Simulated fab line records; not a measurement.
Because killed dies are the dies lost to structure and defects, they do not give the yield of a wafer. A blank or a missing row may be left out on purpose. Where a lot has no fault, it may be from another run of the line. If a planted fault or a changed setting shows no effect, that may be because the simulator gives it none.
fab line records	flow n5-finfet
record lots=6	wafers=18	last-day=19
route steps=1938 shown BEOL_M3@1004 BEOL_M4@1111 PASSIVATION@1936
lots untouched by any fault: they come from a run of this same line in which no faults occurred
start-h: the number of hours between the record's first day and the start of the first shown wafer of the lot	wait-h: hours since the lot's step before	" unchanged from the row above	L1.1+2: several wafers, shown together as one row	- either no value or no given start	* or withheld: withheld	< > ~ a bound
route shown NAME@n: names a module that has steps shown in the file, with the first one's number in the route	usual: mean/standard deviation of fault-free wafers	same: alike in all rows	chamber/n: place in a boat	sites: each site's reading	_std_site: standard deviation across them	_edge_site: outer sites' mean less inner sites'	radius-mm: for every site, how far away it sits from the centre of the wafer	mask NAME#n: copy n	behind: the last tool/chamber to shape the wafer	hold: why the lot went on hold/how many hours it stayed there/how the hold came to an end	device: transistor that didn't switch, given as n, p or np	end of line: at the end of the route, the tests of the same wafers	a step given without rows: its recipe and nothing more	killed: dies lost to structure and defects at the first sort, not the wafer's yield	map: a wafer's dies, marking killed ones x, the rest . and places with no die _
set.NAME: setting as actually run; set.NAME@STEP: the setting as run at that earlier step	model.NAME: the simulator's own value behind a step, which no gauge read
a table for each step, a row for each wafer; lots at some steps of the route
services: from which hour (start-h, from the record's first day; less than 0 if before it) a tool's chamber was out of use, for how many hours, and why
## steps
# step N5_BEOL_M3_SPUTTER_90
# recipe material=Cu	target-thk-a=45	temp-c=-20	chamber-pressure-pa=0.07	power-w=withheld	time-s=8.29
# usual chamber-pressure-pa=0.06998/0.00015	throttle-valve-pct=30.7/0.96
lot.wafer	tool	chamber	start-h	wait-h	chamber-pressure-pa	throttle-valve-pct
L150.1	pvd-sputter-02	-	181.57	0.1	0.06983	32.3
L150.2	"	-	"	"	0.06987	31.5
L150.4	"	-	"	"	0.06992	30.0
L151.4	pvd-sputter-01	-	182.14	0.1	0.06985	32.3
L151.5	"	-	"	"	0.07009	31.9
L151.6	"	-	"	"	0.06986	30.6
L160.3	pvd-sputter-02	-	263.99	0.1	0.06977	30.3
L160.4	"	-	"	"	0.06974	31.8
L160.5	"	-	"	"	0.07004	29.9
L162.1	pvd-sputter-01	-	273.80	0.1	0.07023	31.0
L162.3	"	-	"	"	0.06991	32.2
L162.6	"	-	"	"	0.07013	31.0
L166.3	pvd-sputter-01	-	289.89	0.1	0.06989	29.5
L166.5	"	-	"	"	0.06982	29.8
L166.6	"	-	"	"	0.06983	32.2
L167.4	pvd-sputter-01	-	300.65	0.1	0.0701	30.8
L167.5	"	-	"	"	0.07017	31.9
L167.6	"	-	"	"	0.06997	30.8
# step N5_BEOL_M3_ANNEAL_91
# recipe temp-c=400	time-s=240	ambient=vacuum
# step N5_BEOL_M3_SPUTTER_92
# recipe material=Cu	target-thk-a=45	temp-c=-20	chamber-pressure-pa=0.07	power-w=withheld	time-s=8.29
# usual chamber-pressure-pa=0.07/0.00014	throttle-valve-pct=30.7/0.96
lot.wafer	tool	chamber	start-h	wait-h	chamber-pressure-pa	throttle-valve-pct
L150.1	pvd-sputter-02	-	181.79	0.1	0.07017	32.3
L150.2	"	-	"	"	0.07016	31.4
L150.4	"	-	"	"	0.07013	29.8
L151.4	pvd-sputter-01	-	182.36	0.1	0.06974	32.1
L151.5	"	-	"	"	0.06991	32.2
L151.6	"	-	"	"	0.06985	30.7
L160.3	pvd-sputter-02	-	264.21	0.1	0.06977	30.5
L160.4	"	-	"	"	0.07013	31.7
L160.5	"	-	"	"	0.07013	30.1
L162.1	pvd-sputter-01	-	274.02	0.1	0.0703	30.7
L162.3	"	-	"	"	0.07011	31.9
L162.6	"	-	"	"	0.06992	30.7
L166.3	pvd-sputter-01	-	290.11	0.1	0.06987	29.6
L166.5	"	-	"	"	0.06999	29.5
L166.6	"	-	"	"	0.06984	32.1
L167.4	pvd-sputter-01	-	300.87	0.1	0.07015	30.6
L167.5	"	-	"	"	0.06992	32.3
L167.6	"	-	"	"	0.07015	30.8
# step N5_BEOL_M3_ANNEAL_93
# recipe temp-c=400	time-s=240	ambient=vacuum
# step N5_BEOL_M3_SPUTTER_94
# recipe material=Cu	target-thk-a=45	temp-c=-20	chamber-pressure-pa=0.07	power-w=withheld	time-s=8.29
# step N5_BEOL_M3_ANNEAL_95
# recipe temp-c=400	time-s=240	ambient=vacuum
# usual heater-power-w=842/110
lot.wafer	tool	chamber	start-h	wait-h	heater-power-w
L150.1	pvd-sputter-02	-	182.09	0.0	804
L150.2	"	-	"	"	843
L150.4	"	-	"	"	1019
L151.4	pvd-sputter-01	-	182.66	0.0	870
L151.5	"	-	"	"	841
L151.6	"	-	"	"	900
L160.3	pvd-sputter-02	-	264.51	0.0	905
L160.4	"	-	"	"	853
L160.5	"	-	"	"	1035
L162.1	pvd-sputter-01	-	274.32	0.0	892
L162.3	"	-	"	"	832
L162.6	"	-	"	"	887
L166.3	pvd-sputter-01	-	290.41	0.0	572
L166.5	"	-	"	"	563
L166.6	"	-	"	"	854
L167.4	pvd-sputter-01	-	301.17	0.0	896
L167.5	"	-	"	"	852
L167.6	"	-	"	"	892
# step N5_BEOL_M3_SPUTTER_96
# recipe material=Cu	target-thk-a=45	temp-c=-20	chamber-pressure-pa=0.07	power-w=withheld	time-s=8.29
# step N5_BEOL_M3_ECD_50
# recipe material=Cu	target-thk-a=3000
# step N5_BEOL_M3_ANNEAL_51
# recipe temp-c=225	time-s=90	ambient=N2
# usual wafer_temp_C_max=226.04/0.27
lot.wafer	tool	chamber	start-h	wait-h	wafer_temp_C_max
L150.1	rtp-anneal-02	0	187.09	4.7	225.99
L150.2	"	0	"	"	225.83
L150.4	"	0	"	"	225.99
L151.4	rtp-anneal-02	0	187.50	4.5	225.72
L151.5	"	0	"	"	225.95
L151.6	"	0	"	"	226.11
L160.3	rtp-anneal-01	0	264.94	0.1	225.91
L160.4	"	0	"	"	225.57
L160.5	"	0	"	"	225.95
L162.1	rtp-anneal-01	0	274.66	0.1	225.95
L162.3	"	0	"	"	225.92
L162.6	"	0	"	"	225.79
L166.3	rtp-anneal-02	0	290.83	0.1	226.15
L166.5	"	0	"	"	226.11
L166.6	"	0	"	"	225.95
L167.4	rtp-anneal-01	0	301.67	0.2	225.98
L167.5	"	0	"	"	225.98
L167.6	"	0	"	"	225.83
# step N5_BEOL_M3_CMP_52
# recipe stop-on=SiOC	t-overpolish-s=6.8	down-force-psi=1	platen-rpm=50	clearing-platen-down-force-psi=1.5	clearing-platen-rpm=50	post-cmp-clean=cu-alkaline	target-thk-nm=40	clearing-platen-pad-velocity-m-s=0.99484	pad-velocity-m-s=0.99484
# usual barrier-field-endpoint-s=24.5/0.6	clearing-platen-down-force-psi=1.500/0.003	motor-current-A=6.0/0.91	overpolish-run-s=6.799/0.0089	retaining-ring-pressure-frac=1.000/0.0048	time-to-endpoint-s=61.4/2.5
lot.wafer	tool	chamber	start-h	wait-h	barrier-field-endpoint-s	clearing-platen-down-force-psi	motor-current-A	overpolish-run-s	retaining-ring-pressure-frac	time-to-endpoint-s
L150.2	cmp-02	3	187.40	0.2	25.0	1.498	6.2	6.809	0.999	64.3
L150.4	"	0	"	"	25.2	1.503	6.5	6.808	1.000	66.3
L150.1	"	1	"	"	25.3	1.499	5.3	6.791	1.003	65.1
L151.4	cmp-03	0	187.66	0.1	23.9	1.505	8.0	6.813	1.003	57.8
L151.6	"	0	"	"	24.1	1.504	8.0	6.802	1.000	59.2
L151.5	"	1	"	"	24.4	1.501	6.0	6.820	0.997	58.9
L160.3	cmp-02	0	265.18	0.2	25.8	1.496	6.5	6.796	1.000	64.1
L160.4	"	2	"	"	25.1	1.499	6.0	6.799	0.996	58.9
L160.5	"	3	"	"	24.4	1.501	5.9	6.812	1.003	61.1
L162.3	cmp-03	0	275.00	0.2	23.9	1.503	8.2	6.816	1.000	58.9
L162.1	"	1	"	"	23.9	1.499	5.7	6.794	0.999	57.9
L162.6	"	3	"	"	24.7	1.498	4.7	6.799	1.007	64.7
L166.3	cmp-03	0	291.15	0.3	25.2	1.498	7.5	6.788	1.000	62.8
L166.6	"	1	"	"	25.2	1.496	6.0	6.788	0.993	60.9
L166.5	"	2	"	"	25.6	1.503	6.2	6.785	1.003	60.9
L167.4	cmp-02	0	301.83	0.1	24.9	1.503	6.7	6.797	0.995	62.5
L167.5	"	0	"	"	24.3	1.499	6.5	6.798	1.001	61.1
L167.6	"	1	"	"	25.0	1.503	5.0	6.805	0.998	63.4
# step N5_BEOL_M3_THK_MEAS_53
# recipe thk-meas-gauge=xrf	reads=Cu_of_BEOL_M3_ECD_50
# usual M3_THK=38.9/1.5
lot.wafer	tool	chamber	start-h	wait-h	M3_THK[nm]
L150.1	film-metro-02	-	187.70	-	36.8
L150.2	"	-	"	"	38.6
L150.4	"	-	"	"	38.6
L151.4	film-metro-01	-	187.96	-	39.3
L151.5	"	-	"	"	38.7
L151.6	"	-	"	"	37.5
L160.3	film-metro-01	-	265.44	-	39.1
L160.4	"	-	"	"	39.3
L160.5	"	-	"	"	40.8
L162.1	film-metro-02	-	275.25	-	38.0
L162.3	"	-	"	"	38.5
L162.6	"	-	"	"	40.4
L166.3	film-metro-02	-	291.33	-	40.2
L166.5	"	-	"	"	42.2
L166.6	"	-	"	"	41.6
L167.4	film-metro-02	-	302.13	-	41.4
L167.5	"	-	"	"	40.3
L167.6	"	-	"	"	39.2
# step N5_BEOL_M3_PRE_CLEAN_60
# recipe gas=NH3/H2	time-s=15	temp-c=*	rf-power-w=300
# step N5_BEOL_M3_CO_CAP_55
# recipe material=Co	target-thk-a=20	temp-c=200	precursor=CCTBA/H2	pressure-torr=30	time-s=102.1
# usual chamber-pressure-Torr=30.00/0.061	heater-power-w=235/16	run-length-s=125.0/0.51
lot.wafer	tool	chamber	start-h	wait-h	chamber-pressure-Torr	heater-power-w	run-length-s	model.Co_of_BEOL_M3_CO_CAP_55.thk-nm
L150.1	cvd-co-02	1	187.77	0.0	29.94	230	125.5	2.2
L150.2	"	0	"	"	29.99	235	125.7	2
L150.4	"	2	"	"	29.92	209	125.2	2.2
L151.4	cvd-co-01	2	188.07	0.0	29.93	226	125.1	2
L151.5	"	1	"	"	30.00	236	124.9	2.2
L151.6	"	0	"	"	29.95	265	123.9	2
L160.3	cvd-co-02	1	265.54	0.0	29.82	240	125.5	1.8
L160.4	"	2	"	"	29.95	212	125.4	2
L160.5	"	0	"	"	30.08	235	167.7	2.6
L162.1	cvd-co-02	1	275.33	0.0	30.00	238	124.7	2
L162.3	"	0	"	"	29.91	232	125.5	2
L162.6	"	0	"	"	30.01	228	168.1	2.8
L166.3	cvd-co-01	0	291.41	0.0	29.98	268	124.4	1.8
L166.5	"	1	"	"	30.09	227	124.5	1.8
L166.6	"	2	"	"	29.94	233	125.1	1.8
L167.4	cvd-co-01	0	302.25	0.0	30.01	268	123.9	2
L167.5	"	2	"	"	29.97	226	125.2	2.2
L167.6	"	1	"	"	30.00	236	124.9	2
# step N5_BEOL_M3_PRE_CLEAN_56
# recipe gas=NH3	time-s=15	temp-c=withheld	rf-power-w=300
# step N5_BEOL_M4_RC_MEAS_101
# usual DIBL_N=35.1/1.6	DIBL_P=34.9/1.8	IOFF_N=0.143/0.026	IOFF_P=0.21/0.037	ION_N=671/11	ION_P=463/7.8	SS_N=71.2/0.58	SS_P=73.0/0.54	VT_N=251/3	VT_P=-250/4.1
lot.wafer	tool	chamber	start-h	wait-h	DIBL_N[mV/V]	DIBL_P[mV/V]	IOFF_N[nA/um]	IOFF_P[nA/um]	ION_N[uA/um]	ION_P[uA/um]	SS_N[mV/dec]	SS_P[mV/dec]	VT_N[mV]	VT_P[mV]
L150.1	prober-01	0	196.16	0.0	33.1	32.3	0.121	0.16	664	458	70.9	72.4	252	-256
L150.2	"	0	"	"	33.7	32.6	0.119	0.16	658	454	71.7	72.9	256	-256
L150.4	"	0	"	"	32.3	32.0	0.117	0.15	667	458	71.0	72.7	251	-257
L151.4	prober-01	0	199.02	0.5	32.2	31.2	0.095	0.12	640	438	70.2	72.4	260	-260
L151.5	"	0	"	"	34.3	33.4	0.125	0.15	651	443	70.8	72.3	254	-255
L151.6	"	0	"	"	34.2	34.0	0.122	0.15	662	448	70.7	73.0	253	-256
L160.3	prober-02	0	283.86	0.4	33.6	34.5	0.133	0.19	675	463	70.5	73.1	251	-251
L160.4	"	0	"	"	33.7	34.6	0.126	0.20	667	461	71.0	73.0	253	-253
L160.5	"	0	"	"	32.1	33.4	0.114	0.18	667	467	70.3	72.9	255	-251
L162.1	prober-01	0	291.93	0.0	37.3	34.9	0.152	0.24	649	459	72.4	73.5	255	-245
L162.3	"	0	"	"	37.2	36.5	0.166	0.26	675	470	71.6	73.6	249	-247
L162.6	"	0	"	"	37.0	36.0	0.153	0.27	668	470	71.2	73.7	253	-244
L166.3	prober-01	0	318.04	0.3	37.0	37.2	0.151	0.23	654	459	72.1	73.3	251	-246
L166.5	"	0	"	"	36.2	35.3	0.142	0.21	663	463	71.6	72.9	251	-250
L166.6	"	0	"	"	32.8	32.6	0.102	0.17	661	468	70.6	72.5	256	-249
L167.4	prober-01	0	331.26	0.5	36.4	36.4	0.153	0.22	671	468	71.5	72.9	252	-250
L167.5	"	0	"	"	35.4	36.0	0.141	0.22	672	471	71.1	73.3	249	-247
L167.6	"	0	"	"	34.2	33.7	0.117	0.19	657	454	71.1	72.9	253	-250
# step N5_PASSIVATION_PROBE_49
# usual defect-limited-yield=91.1/1.4	killed_at_M0_to_M3=36/11	killed_at_M4_up=14/5.2	killed-at-contacts=12/6.1	killed-at-front-end=40/12	killed-at-other=3.2/2.5	killed-dies=105/16	killed-open=68/12	killed-short=35/8.7	sort_bin_5_function=5.2/0.89	sort_bin_6_memory=3.3/0.66	sort_bin_8_speed=0.01/0.085	sort-n-pass=1074/16	sort-yield-pct=91.1/1.4
# same gross-dies=1180	killed-at-back-side=0	sort_bin_4_leakage[%]=0
lot.wafer	tool	chamber	start-h	wait-h	defect-limited-yield[%]	killed_at_M0_to_M3	killed_at_M4_up	killed-at-contacts	killed-at-front-end	killed-at-other	killed-dies	killed-open	killed-short	sort_bin_5_function[%]	sort_bin_6_memory[%]	sort_bin_8_speed[%]	sort-n-pass	sort-yield-pct[%]
L166.3	prober-01	-	420.86	0.1	91.5	35	12	13	37	3	100	66	30	4.3	3.9	0	1080	91.5
L166.5	prober-01	-	420.96	0.2	91.2	28	14	21	34	7	104	65	36	5.9	2.5	0	1076	91.2
L166.6	prober-01	-	421.01	0.3	90.3	54	16	15	26	4	115	60	45	5.7	3.3	0	1065	90.3
L167.4	prober-01	-	448.96	0.2	91.3	27	6	16	48	6	103	66	31	5.1	2.7	0	1077	91.3
L167.5	prober-01	-	449.01	0.2	90.8	24	12	15	55	3	109	73	34	5.3	3.6	0	1071	90.8
L167.6	prober-01	-	449.06	0.3	92.8	30	15	8	28	4	85	56	26	4.2	2.6	0	1095	92.8
# killed by level:class
L166.3 MOL_CONTACT_COAG:geometric-particle:open=11 STI_FIN_REVEAL:geometric-particle:open=8 BEOL_M2:geometric-particle:open=8 GATE_CUT:geometric-particle:short=7 BEOL_M3:geometric-particle:open=7 BEOL_M0_SAQP:geometric-particle:open=6 GATE_CUT:geometric-particle:open=5 BEOL_M4:geometric-particle:open=4
L166.5 MOL_CONTACT_COAG:geometric-particle:open=14 BEOL_M0_SAQP:geometric-particle:open=7 BEOL_M2:geometric-particle:open=7 MOL_CONTACT_COAG:geometric-particle:short=6 GATE_CUT:geometric-particle:short=5 BEOL_M1:geometric-particle:open=5 BEOL_M4:geometric-particle:open=5 FIN_SAQP:geometric-particle:open=4
L166.6 BEOL_M0_SAQP:geometric-particle:short=13 MOL_CONTACT_COAG:geometric-particle:open=12 BEOL_M0_SAQP:geometric-particle:open=10 BEOL_M2:geometric-particle:open=9 BEOL_M3:geometric-particle:short=8 BEOL_M4:geometric-particle:open=7 FIN_SAQP:geometric-particle:short=6 BEOL_M3:geometric-particle:open=6
L167.4 MOL_CONTACT_COAG:geometric-particle:open=11 FIN_SAQP:geometric-particle:open=8 DUMMY_GATE:geometric-particle:open=8 FIN_SAQP:geometric-particle:short=6 STI_FIN_REVEAL:geometric-particle:open=6 BEOL_M1:geometric-particle:open=6 BEOL_M3:geometric-particle:open=6 MOL_CONTACT_COAG:geometric-particle:short=5
L167.5 STI_FIN_REVEAL:geometric-particle:open=15 FIN_SAQP:geometric-particle:short=10 MOL_CONTACT_COAG:geometric-particle:open=9 FIN_SAQP:geometric-particle:open=8 BEOL_M0_SAQP:geometric-particle:short=8 DUMMY_GATE:geometric-particle:open=7 BEOL_M2:geometric-particle:open=6 MOL_CONTACT_COAG:geometric-particle:short=5
L167.6 BEOL_M0_SAQP:geometric-particle:open=8 FIN_SAQP:geometric-particle:open=7 MOL_CONTACT_COAG:geometric-particle:open=7 BEOL_M0_SAQP:geometric-particle:short=7 BEOL_M3:geometric-particle:open=6 FIN_SAQP:geometric-particle:short=5 DUMMY_GATE:geometric-particle:open=5 BEOL_M2:geometric-particle:open=5
## services
tool	chamber	start-h	hours	kind
rtp-anneal-02	-	161.36	4.3	pm
cvd-co-02	-	163.65	6.9	pm
cmp-03	-	173.24	4.4	repair
cmp-02	-	190.77	2.5	repair
cmp-03	-	203.97	4.0	pm
cmp-03	-	207.97	-	consumable-replace:conditioner
cmp-03	-	207.97	-	consumable-replace:pad
cmp-03	-	248.53	0.6	repair
cvd-co-02	-	254.53	0.8	repair
cvd-co-02	1	301.81	3.3	repair
## key
first-sign step=N5_BEOL_M3_CO_CAP_55	reading=run-length-s	direction=up	sigmas=84	usual=*	struck=*
effect none on later readings
model-effect step=N5_BEOL_M3_CO_CAP_55	value=Co_of_BEOL_M3_CO_CAP_55.thk-nm	without=1.9	struck=2.7
met-at N5_BEOL_M3_CO_CAP_55
struck-wafers L160.5,L162.6
onset-between 187.77 265.54
fault kind=process-parameter-drift	tool=cvd-co-02	chamber=-	onset-h=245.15	steps=N5_BEOL_M3_CO_CAP_55	channel=time-s	offset=*	shape=step	end-h=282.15	scope=struck-wafers-only	acts-in=*	stated=*
